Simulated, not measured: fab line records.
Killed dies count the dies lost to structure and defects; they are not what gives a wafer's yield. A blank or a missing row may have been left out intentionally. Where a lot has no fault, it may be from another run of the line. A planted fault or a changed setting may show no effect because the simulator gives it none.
fab line records ; flow n5Finfet
record lots=9; wafers=25; lastDay=18
route steps=1938 shown BEOL_M1@774 BEOL_M4@1111 PASSIVATION@1936
lots that met no fault: taken from a fault-free run of the same line
startH: hours from the record's first day to the start of the lot's first wafer shown ; waitH: how many hours have passed since the lot's step before this one ; " unchanged from the row above ; L1.1+2: one row covering several wafers at once ; - no value, or no start was given ; * or withheld: withheld ; < > ~ a bound
route shown NAME@n: a module of which the file shows steps, and the number in the route of the first ; usual: mean/standard deviation of fault-free wafers ; same: alike in all rows ; chamber/n: place in a boat ; sites: the reading at each site ; _std_site: their standard deviation ; _edge_site: outer sites' mean less inner sites' ; radiusMm: for every site, how far away it sits from the centre of the wafer ; mask NAME#n: copy n ; behind: the tool/chamber that last shaped the wafer ; hold: why the lot went on hold/how many hours it stayed there/how the hold came to an end ; device: which transistor (n, p or np) failed to switch ; end of line: the tests these same wafers got at the end of their route ; where a step has no rows: the recipe by itself ; killed: at the first sort, the dies lost to defects and structure; wafer yield is something else ; map: a wafer's dies, x killed, . not, _ none there
set.NAME: the setting that was run; set.NAME@STEP: the one run at that earlier step ; model.NAME: the simulator's own value behind a step, which no gauge read
the route's steps for a sample of lots (tables are steps, rows are wafers)
services: from which hour (startH, from the record's first day; less than 0 if before it) a tool's chamber was out of use, for how many hours, and why
## steps
# step N5_BEOL_M1_HM_OPEN_17
# recipe chemistry=Cl2/BCl3; targetDepthA=200; overetchA=60; target=TiN; maskMaterial=SOC; ionEnergyEv=150; pressureMtorr=10; icpW=1000; biasW=126; Cl2_flow_sccm=53.25; bcl3FlowSccm=21.75; Ar_flow_sccm=25
# usual chamberPressureMTorr=10.000/0.0091; drypumpMotorCurrentA=5.8/0.35; oesProductAu=0.66/0.086; throttleValvePct=22.15/0.17
lot.wafer;tool;chamber;startH;waitH;chamberPressureMTorr;drypumpMotorCurrentA;oesProductAu;rfHoursCounterH;throttleValvePct
L221.3;rieMetal-01;0;149.52;0.1;9.988;6.3;0.66;-;21.93
L221.5;rieMetal-01;0;149.52;0.1;9.997;6.3;0.65;-;21.95
L221.6;rieMetal-01;1;149.52;0.1;10.022;5.8;0.67;-;22.23
L222.3;rieMetal-02;1;158.12;0.1;9.997;5.9;0.52;-;22.43
L222.5;rieMetal-02;1;158.12;0.1;9.989;5.9;0.52;-;22.44
L224.1;rieMetal-01;0;169.66;0.0;9.991;6.4;0.67;47;21.93
L224.3;rieMetal-01;1;169.66;0.0;9.997;5.7;0.67;-;22.22
L224.6;rieMetal-01;1;169.66;0.0;10.019;5.7;0.67;-;22.22
L226.3;rieMetal-01;1;176.93;0.1;10.002;5.7;0.67;-;22.21
L226.4;rieMetal-01;0;176.93;0.1;10.000;6.3;0.66;-;21.92
L230.1;rieMetal-02;1;202.37;0.0;10.001;5.8;0.52;122;22.44
L230.4;rieMetal-02;1;202.37;0.0;9.981;5.9;0.52;-;22.44
L230.5;rieMetal-02;1;202.37;0.0;10.002;5.9;0.52;-;22.42
L235.1;rieMetal-03;0;247.22;0.0;9.985;5.5;0.75;11;22.23
L235.2;rieMetal-03;1;247.22;0.0;10.002;5.4;0.69;30;22.04
L235.5;rieMetal-03;0;247.22;0.0;9.981;5.5;0.74;-;22.26
L238.2;rieMetal-02;1;250.85;0.0;10.005;5.9;0.52;125;22.44
L238.3;rieMetal-02;1;250.85;0.0;10.001;5.8;0.52;-;22.44
L238.5;rieMetal-02;1;250.85;0.0;10.020;5.9;0.52;-;22.43
L239.2;rieMetal-03;0;255.09;0.0;9.990;5.5;0.73;12;22.27
L239.4;rieMetal-03;1;255.09;0.0;9.983;5.4;0.69;-;22.04
L239.6;rieMetal-03;0;255.09;0.0;9.999;5.5;0.74;-;22.26
L240.2;rieMetal-03;0;263.16;0.0;10.023;5.4;0.74;13;22.28
L240.3;rieMetal-03;0;263.16;0.0;10.010;5.4;0.74;-;22.27
L240.5;rieMetal-03;0;263.16;0.0;10.008;5.5;0.74;-;22.24
# step N5_BEOL_M1_CD_MEAS_18
# recipe pitchNm=36; targetCdNm=18
# usual cdNm=17.8/0.34
lot.wafer;tool;chamber;startH;waitH;cdNm
L221.3;cdSem-03;-;149.90;0.1;17.9
L221.5;cdSem-03;-;149.90;0.1;17.5
L221.6;cdSem-03;-;149.90;0.1;17.8
L222.3;cdSem-02;-;158.28;0.1;17.7
L222.5;cdSem-02;-;158.28;0.1;18.0
L224.1;cdSem-03;-;169.84;0.0;17.7
L224.3;cdSem-03;-;169.84;0.0;18.1
L224.6;cdSem-03;-;169.84;0.0;17.4
L226.3;cdSem-03;-;177.08;0.1;17.8
L226.4;cdSem-03;-;177.08;0.1;17.6
L230.1;cdSem-03;-;202.64;0.0;17.4
L230.4;cdSem-03;-;202.64;0.0;17.4
L230.5;cdSem-03;-;202.64;0.0;17.4
L235.1;cdSem-03;-;247.41;0.0;17.7
L235.2;cdSem-03;-;247.41;0.0;17.1
L235.5;cdSem-03;-;247.41;0.0;18.0
L238.2;cdSem-03;-;251.15;0.1;17.6
L238.3;cdSem-03;-;251.15;0.1;18.1
L238.5;cdSem-03;-;251.15;0.1;17.5
L239.2;cdSem-02;-;255.27;0.1;17.5
L239.4;cdSem-02;-;255.27;0.1;18.0
L239.6;cdSem-02;-;255.27;0.1;17.9
L240.2;cdSem-01;-;263.49;0.1;17.6
L240.3;cdSem-01;-;263.49;0.1;17.9
L240.5;cdSem-01;-;263.49;0.1;17.8
# step N5_BEOL_M1_TRENCH_ETCH_37
# recipe chemistry=C4F6/O2; targetDepthA=552.07; target=SiOC; timeS=29; ionEnergyEv=250; pressureMtorr=30; sourceW=355; biasW=185; Ar_flow_sccm=300; C4F6_flow_sccm=10; O2_flow_sccm=10
# usual chamberPressureMTorr=30.001/0.027; drypumpMotorCurrentA=5.81/0.26; oesProductAu=0.79/0.086; rfVppV=666/9.7; runLengthS=52.2/0.45; showerheadPlenumPTorr=2.87/0.095; throttleValvePct=20.82/0.27
lot.wafer;tool;chamber;startH;waitH;chamberPressureMTorr;drypumpMotorCurrentA;oesProductAu;rfHoursCounterH;rfVppV;runLengthS;showerheadPlenumPTorr;throttleValvePct
L221.3;rieDiel-05;1;158.31;-;30.046;5.91;0.70;200;669;52.1;2.95;21.23
L221.5;rieDiel-05;2;158.31;-;30.021;6.07;0.71;-;648;52.6;2.72;21.13
L221.6;rieDiel-05;1;158.31;-;29.977;5.92;0.70;-;671;52.5;2.95;21.21
L222.3;rieDiel-05;2;174.65;-;29.958;6.07;0.70;198;650;56.2;2.72;21.16
L222.5;rieDiel-05;2;174.65;-;29.984;6.10;0.70;-;649;52.0;2.72;21.15
L224.1;rieDiel-05;1;175.12;-;29.986;5.93;0.70;207;671;52.6;2.95;21.24
L224.3;rieDiel-05;3;175.12;-;29.969;5.64;0.90;24;668;55.6;2.90;20.79
L224.6;rieDiel-05;1;175.12;-;30.012;5.92;0.70;-;670;52.3;2.95;21.23
L226.3;rieDiel-05;0;182.26;-;30.006;5.66;0.96;2;684;56.8;2.92;20.36
L226.4;rieDiel-05;2;182.26;-;30.013;6.06;0.69;200;649;56.6;2.72;21.14
L230.1;rieDiel-06;3;209.66;-;30.035;5.85;0.84;63;656;51.9;2.77;20.45
L230.4;rieDiel-06;0;209.66;-;29.985;6.11;0.70;220;652;52.8;2.84;21.10
L230.5;rieDiel-06;3;209.66;-;30.005;5.86;0.84;-;656;52.0;2.77;20.42
L238.2;rieDiel-05;2;258.84;-;29.983;6.08;0.69;226;647;52.1;2.71;21.20
L238.3;rieDiel-05;1;258.84;-;30.053;5.92;0.69;234;668;52.5;2.93;21.27
L238.5;rieDiel-05;3;258.84;-;29.966;5.62;0.87;-;668;51.6;2.89;20.81
L235.1;rieDiel-03;1;259.03;-;30.052;6.31;0.70;190;669;51.9;2.94;20.56
L235.2;rieDiel-03;2;259.03;-;29.975;5.73;0.85;74;670;52.3;3.02;20.63
L235.5;rieDiel-03;3;259.03;-;30.035;5.46;0.77;-;671;53.0;2.75;20.98
L239.2;rieDiel-03;0;261.68;-;29.990;5.61;0.87;62;673;52.8;2.89;20.69
L239.4;rieDiel-03;2;261.68;-;30.018;5.71;0.85;75;670;51.7;3.02;20.64
L239.6;rieDiel-03;1;261.68;-;30.015;6.31;0.69;-;669;51.6;2.94;20.56
L240.2;rieDiel-03;3;265.26;-;30.039;5.48;0.78;142;670;52.4;2.74;21.00
L240.3;rieDiel-03;2;265.26;-;30.038;5.71;0.85;77;669;51.9;3.01;20.62
L240.5;rieDiel-03;3;265.26;-;30.007;5.48;0.77;-;671;53.0;2.74;21.00
# step N5_BEOL_M1_STRIP_97
# recipe chemistry=N2/H2; timeS=10; powerW=450; tempC=40; pressureMtorr=20; rfFrequencyHz=6e+07; biasPowerW=7; n2FlowSccm=200; h2FlowSccm=200
# usual biasPowerW=6.998/0.019; chamberPressureMTorr=20.001/0.02; drypumpMotorCurrentA=5.81/0.27; oesProductAu=0.80/0.085; rfVppV=59.2/0.92; showerheadPlenumPTorr=2.56/0.084; throttleValvePct=23.7/0.38
lot.wafer;tool;chamber;startH;waitH;biasPowerW;chamberPressureMTorr;drypumpMotorCurrentA;oesProductAu;rfHoursCounterH;rfVppV;showerheadPlenumPTorr;throttleValvePct
L221.3;rieDiel-05;1;-;-;6.994;19.986;5.93;0.71;200;59.2;2.63;24.1
L221.5;rieDiel-05;2;-;-;6.980;19.994;6.06;0.71;-;61.1;2.43;23.9
L221.6;rieDiel-05;1;-;-;7.010;19.947;5.93;0.71;-;59.2;2.63;24.1
L222.3;rieDiel-05;2;-;-;6.997;20.024;6.01;0.71;198;60.0;2.43;23.9
L222.5;rieDiel-05;2;-;-;6.991;19.990;6.05;0.71;-;59.2;2.43;23.9
L224.1;rieDiel-05;1;-;-;6.998;20.038;5.92;0.70;207;58.2;2.62;24.1
L224.3;rieDiel-05;3;-;-;7.003;20.026;5.63;0.89;24;59.5;2.58;23.5
L224.6;rieDiel-05;1;-;-;6.980;19.996;5.91;0.70;-;59.8;2.62;24.1
L226.3;rieDiel-05;0;-;-;6.983;19.971;5.60;0.98;2;60.8;2.60;23.2
L226.4;rieDiel-05;2;-;-;7.005;19.975;6.07;0.71;200;58.6;2.43;23.9
L230.1;rieDiel-06;3;-;-;6.987;19.992;5.84;0.86;63;60.1;2.46;23.0
L230.4;rieDiel-06;0;-;-;6.974;19.992;6.13;0.71;220;58.4;2.50;23.5
L230.5;rieDiel-06;3;-;-;7.008;20.036;5.86;0.85;-;59.0;2.46;23.0
L238.2;rieDiel-05;2;-;-;7.002;20.036;6.04;0.69;226;58.8;2.42;24.0
L238.3;rieDiel-05;1;-;-;6.986;20.031;5.90;0.68;234;60.0;2.61;24.1
L238.5;rieDiel-05;3;-;-;7.032;20.018;5.63;0.85;-;58.8;2.57;23.5
L235.1;rieDiel-03;1;-;-;6.987;20.010;6.36;0.70;190;59.6;2.63;23.3
L235.2;rieDiel-03;2;-;-;7.001;20.003;5.69;0.86;74;58.4;2.68;23.2
L235.5;rieDiel-03;3;-;-;7.009;20.010;5.45;0.78;-;59.1;2.46;24.0
L239.2;rieDiel-03;0;-;-;7.033;20.008;5.61;0.87;62;60.1;2.60;24.0
L239.4;rieDiel-03;2;-;-;7.017;19.982;5.71;0.85;75;59.7;2.68;23.2
L239.6;rieDiel-03;1;-;-;6.991;19.975;6.33;0.70;-;58.5;2.63;23.3
L240.2;rieDiel-03;3;-;-;7.015;20.000;5.48;0.77;142;58.6;2.46;24.0
L240.3;rieDiel-03;2;-;-;6.987;20.038;5.72;0.85;77;59.4;2.68;23.2
L240.5;rieDiel-03;3;-;-;6.999;20.012;5.46;0.77;-;59.2;2.46;24.0
# step N5_BEOL_M1_OCD_MEAS_38
# usual trenchDepthNm=55.1/1.1
lot.wafer;tool;chamber;startH;waitH;trenchDepthNm
L221.3;ocd-01;-;158.47;-;54.9
L221.5;ocd-01;-;158.47;-;55.4
L221.6;ocd-01;-;158.47;-;54.6
L222.3;ocd-01;-;174.81;-;62.8
L222.5;ocd-01;-;174.81;-;54.3
L224.1;ocd-01;-;175.28;-;54.0
L224.3;ocd-01;-;175.28;-;63.8
L224.6;ocd-01;-;175.28;-;54.2
L226.3;ocd-01;-;182.42;-;61.9
L226.4;ocd-01;-;182.42;-;62.0
L230.1;ocd-02;-;209.82;-;55.2
L230.4;ocd-02;-;209.82;-;54.3
L230.5;ocd-02;-;209.82;-;54.9
L238.2;ocd-02;-;259.00;-;54.9
L238.3;ocd-02;-;259.00;-;54.5
L238.5;ocd-02;-;259.00;-;56.8
L235.1;ocd-02;-;259.18;-;52.4
L235.2;ocd-02;-;259.18;-;55.3
L235.5;ocd-02;-;259.18;-;55.1
L239.2;ocd-01;-;261.84;-;55.9
L239.4;ocd-01;-;261.84;-;55.7
L239.6;ocd-01;-;261.84;-;51.9
L240.2;ocd-01;-;265.42;-;55.2
L240.3;ocd-01;-;265.42;-;56.6
L240.5;ocd-01;-;265.42;-;54.8
# step N5_BEOL_M4_RC_MEAS_101
# usual DIBL_N=36.0/2; DIBL_P=36.2/2.2; IOFF_N=0.16/0.034; IOFF_P=0.21/0.04; ION_N=675/12; ION_P=463/7.2; SS_N=71.6/0.6; SS_P=73.3/0.67; VT_N=250/3; VT_P=-251/3.4
lot.wafer;tool;chamber;startH;waitH;DIBL_N[mV/V];DIBL_P[mV/V];IOFF_N[nA/um];IOFF_P[nA/um];ION_N[uA/um];ION_P[uA/um];SS_N[mV/dec];SS_P[mV/dec];VT_N[mV];VT_P[mV]
L221.3;prober-02;0;198.35;0.3;35.2;35.2;0.14;0.18;681;460;71.1;73.5;251;-251
L221.5;prober-02;0;198.35;0.3;36.7;36.1;0.16;0.18;673;455;71.7;72.3;251;-254
L221.6;prober-02;0;198.35;0.3;34.6;35.2;0.13;0.17;665;461;70.6;72.1;250;-252
L222.3;prober-02;0;215.51;0.3;31.3;29.9;0.10;0.12;651;447;70.8;72.2;254;-256
L222.5;prober-02;0;215.51;0.3;34.7;33.7;0.14;0.16;668;449;71.6;72.6;249;-256
L224.1;prober-01;0;217.68;0.0;38.6;39.9;0.24;0.29;697;474;72.4;74.3;242;-245
L224.3;prober-01;0;217.68;0.0;36.6;37.6;0.20;0.25;680;462;71.6;73.6;245;-248
L224.6;prober-01;0;217.68;0.0;37.7;38.0;0.22;0.26;693;470;72.3;73.6;245;-248
L226.3;prober-01;0;227.74;0.3;34.5;35.0;0.14;0.21;673;467;70.8;72.9;249;-248
L226.4;prober-01;0;227.74;0.3;34.3;34.6;0.13;0.20;668;465;70.4;72.5;252;-251
L230.1;prober-01;0;249.80;0.0;37.6;38.4;0.19;0.25;678;467;71.1;73.8;250;-248
L230.4;prober-01;0;249.80;0.0;35.4;36.5;0.17;0.22;679;470;71.9;73.1;249;-248
L230.5;prober-01;0;249.80;0.0;39.6;41.7;0.26;0.33;688;481;72.7;74.7;242;-241
L239.2;prober-01;0;311.77;0.2;39.8;39.3;0.24;0.29;696;470;72.4;74.2;243;-246
L239.4;prober-01;0;311.77;0.2;35.9;36.6;0.17;0.23;690;464;71.0;72.5;247;-247
L239.6;prober-01;0;311.77;0.2;35.3;35.1;0.15;0.21;669;467;71.4;72.7;251;-252
L235.1;prober-01;0;312.55;0.7;33.4;32.6;0.12;0.18;668;465;70.8;72.4;254;-252
L235.2;prober-01;0;312.55;0.7;39.1;40.0;0.22;0.32;695;480;72.0;74.7;245;-243
L235.5;prober-01;0;312.55;0.7;38.7;39.9;0.21;0.30;685;468;72.5;74.8;247;-247
L238.2;prober-02;0;314.82;0.2;36.8;36.9;0.16;0.20;672;463;71.1;73.5;249;-253
L238.3;prober-02;0;314.82;0.2;38.6;37.4;0.20;0.21;692;465;71.9;73.9;247;-251
L238.5;prober-02;0;314.82;0.2;34.2;32.8;0.13;0.16;664;452;71.2;71.9;252;-254
L240.2;prober-01;0;317.14;0.2;34.0;33.6;0.12;0.18;669;459;71.1;73.0;253;-252
L240.3;prober-01;0;317.14;0.2;35.2;34.5;0.14;0.19;666;456;71.7;73.5;252;-254
L240.5;prober-01;0;317.14;0.2;35.9;34.8;0.15;0.19;673;456;71.7;72.7;250;-253
# step N5_PASSIVATION_PROBE_49
# usual defectLimitedYield=91.5/1.5; killed_at_M0_to_M3=33/10; killed_at_M4_up=15/6.4; killedAtContacts=12/5.4; killedAtFrontEnd=38/9.8; killedAtOther=4/3.1; killedDies=101/18; killedOpen=67/14; killedShort=33/7.9; sort_bin_5_function=5.0/1; sort_bin_6_memory=3.2/0.67; sortNPass=1079/18; sortYieldPct=91.5/1.5
# same grossDies=1180; killedAtBackSide=0; sort_bin_4_leakage[%]=0; sort_bin_8_speed[%]=0
lot.wafer;tool;chamber;startH;waitH;defectLimitedYield[%];killed_at_M0_to_M3;killed_at_M4_up;killedAtContacts;killedAtFrontEnd;killedAtOther;killedDies;killedOpen;killedShort;sort_bin_5_function[%];sort_bin_6_memory[%];sortNPass;sortYieldPct[%]
L240.2;prober-01;-;437.17;0.1;93.6;23;9;14;29;0;75;61;14;3.6;2.6;1105;93.6
L240.3;prober-01;-;437.22;0.1;91.4;26;15;13;46;1;101;64;37;5.0;3.4;1079;91.4
L240.5;prober-01;-;437.32;0.2;91.8;22;19;11;42;3;97;66;29;4.4;3.5;1083;91.8
# killed by level:class
L240.2 MOL_CONTACT_COAG:geometricParticle:open=13 FIN_SAQP:geometricParticle:open=9 BEOL_M1:geometricParticle:open=6 BEOL_M3:geometricParticle:open=6 DUMMY_GATE:geometricParticle:open=5 FIN_SAQP:geometricParticle:short=4 BEOL_M0_SAQP:geometricParticle:short=4 GATE_CUT:geometricParticle:open=3
L240.3 FIN_SAQP:geometricParticle:open=16 MOL_CONTACT_COAG:geometricParticle:open=10 FIN_SAQP:geometricParticle:short=8 STI_FIN_REVEAL:geometricParticle:open=6 BEOL_M0_SAQP:geometricParticle:short=6 BEOL_M1:geometricParticle:open=5 BEOL_M5:geometricParticle:open=5 GATE_CUT:geometricParticle:short=4
L240.5 STI_FIN_REVEAL:geometricParticle:open=12 MOL_CONTACT_COAG:geometricParticle:open=10 BEOL_M4:geometricParticle:open=8 FIN_SAQP:geometricParticle:open=7 FIN_SAQP:geometricParticle:short=7 BEOL_M3:geometricParticle:open=7 BEOL_M1:geometricParticle:open=6 DUMMY_GATE:geometricParticle:short=3
## services
tool;chamber;startH;hours;kind
rieDiel-05;0;154.46;-;clean
rieDiel-05;0;154.46;-;consumableReplace:focusRing
rieDiel-05;0;154.46;21.4;scheduledDown
rieDiel-05;0;154.46;21.4;ventCycle
rieDiel-03;-;157.42;0.6;repair
rieDiel-03;3;181.91;13.3;repair
rieMetal-02;0;182.77;-;clean
rieMetal-02;0;182.77;20.1;scheduledDown
rieMetal-02;0;182.77;20.1;ventCycle
rieDiel-05;3;199.25;6.7;repair
rieMetal-02;-;210.06;10.0;pm
rieDiel-05;-;215.61;0.7;repair
rieDiel-05;3;239.24;9.6;repair
rieDiel-06;2;252.13;10.8;repair
rieMetal-02;1;253.64;-;clean
rieMetal-02;1;253.64;17.3;scheduledDown
rieMetal-02;1;253.64;17.3;ventCycle
rieDiel-06;0;256.55;7.3;repair
rieDiel-06;1;257.61;3.4;repair
rieDiel-03;1;264.32;8.9;repair
rieDiel-05;-;264.84;14.6;pm
## key
firstSign step=N5_BEOL_M1_TRENCH_ETCH_37; reading=runLengthS; direction=up; sigmas=9; usual=*; struck=*
effect step=N5_BEOL_M1_OCD_MEAS_38; reading=trenchDepthNm; direction=up; sigmas=6.8; usual=55.1; struck=62.6
metAt N5_BEOL_M1_TRENCH_ETCH_37
struckLots L222,L224,L226
struckWafers L222.3,L224.3,L226.3,L226.4
notActingAt N5_BEOL_M1_HM_OPEN_17,N5_BEOL_M1_CD_MEAS_18,N5_BEOL_M1_STRIP_97
onsetBetween 158.31 174.65
fault kind=processParameterDrift; tool=rieDiel-05; chamber=-; onsetH=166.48; steps=N5_BEOL_M1_TRENCH_ETCH_37; channel=timeS; offset=*; shape=step; endH=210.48; scope=struckWafersOnly; actsIn=*; stated=*
